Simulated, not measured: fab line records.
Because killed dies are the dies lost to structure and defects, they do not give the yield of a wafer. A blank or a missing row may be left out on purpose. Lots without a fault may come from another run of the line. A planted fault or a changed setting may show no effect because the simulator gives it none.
Chamber matching | flow n5 finfet | N5_BEOL_M5_DEP_56 on pecvd-02 has 3 sister chambers
The step deposits SiCN from 3MS/NH3, target thk 8 nm, time 14 s. 6 wafers are shown with their chamber, then 10 later ones without.

EACH WAFER AND ITS CHAMBER
wafer  | chamber | showerhead plenum p Torr (Torr) | throttle valve pct (%)
L085.3 | 0       | 3.694                           | 9.2
L087.1 | 0       | 3.697                           | 9.4
L093.1 | 1       | 3.662                           | 9.5
L093.6 | 2       | 3.663                           | 8.8
L092.1 | 2       | 3.665                           | 9.3
L092.4 | 1       | 3.666                           | 9.5

WAFERS WITHOUT THEIR CHAMBER
wafer  | showerhead plenum p Torr (Torr) | throttle valve pct (%)
L092.6 | 3.667                           | 9.5
L095.1 | 3.663                           | 9.5
L095.5 | 3.657                           | 9.7
L095.6 | 3.659                           | 8.7
L097.1 | 3.660                           | 9.0
L097.2 | 3.656                           | 9.0
L097.3 | 3.694                           | 8.7
L097.4 | 3.689                           | 8.5
L097.5 | 3.659                           | 8.9
L097.6 | 3.663                           | 9.3

EACH ONE'S CHAMBER
wafer  | from the rows above     | in truth
L092.6 | can't be placed: 1 or 2 | 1
L095.1 | can't be placed: 1 or 2 | 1
L095.5 | can't be placed: 1 or 2 | 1
L095.6 | can't be placed: 2 or 1 | 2
L097.1 | can't be placed: 2 or 1 | 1
L097.2 | can't be placed: 2 or 1 | 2
L097.3 | 0                       | 0
L097.4 | 0                       | 0
L097.5 | can't be placed: 2 or 1 | 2
L097.6 | can't be placed: 1 or 2 | 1
Correctly placed: 2 of 10. These rows do not allow placing 8 (true chamber among the candidates in 8). Wrongly placed: 0.
How it was worked out, from the rows above alone: a wafer's distance from a chamber is the root of the sum, over the readings, of the square of ((its reading less the chamber's mean) divided by the reading's scatter). The wafer belongs to the nearest chamber; if the next one is less than 2 further off, it can't be placed. For every chamber, the mean is computed from those of its wafers that are shown. The scatter: take each reading less its chamber's mean, square it, sum over the shown wafers, divide by the number of wafers less the number of chambers, and take the root.
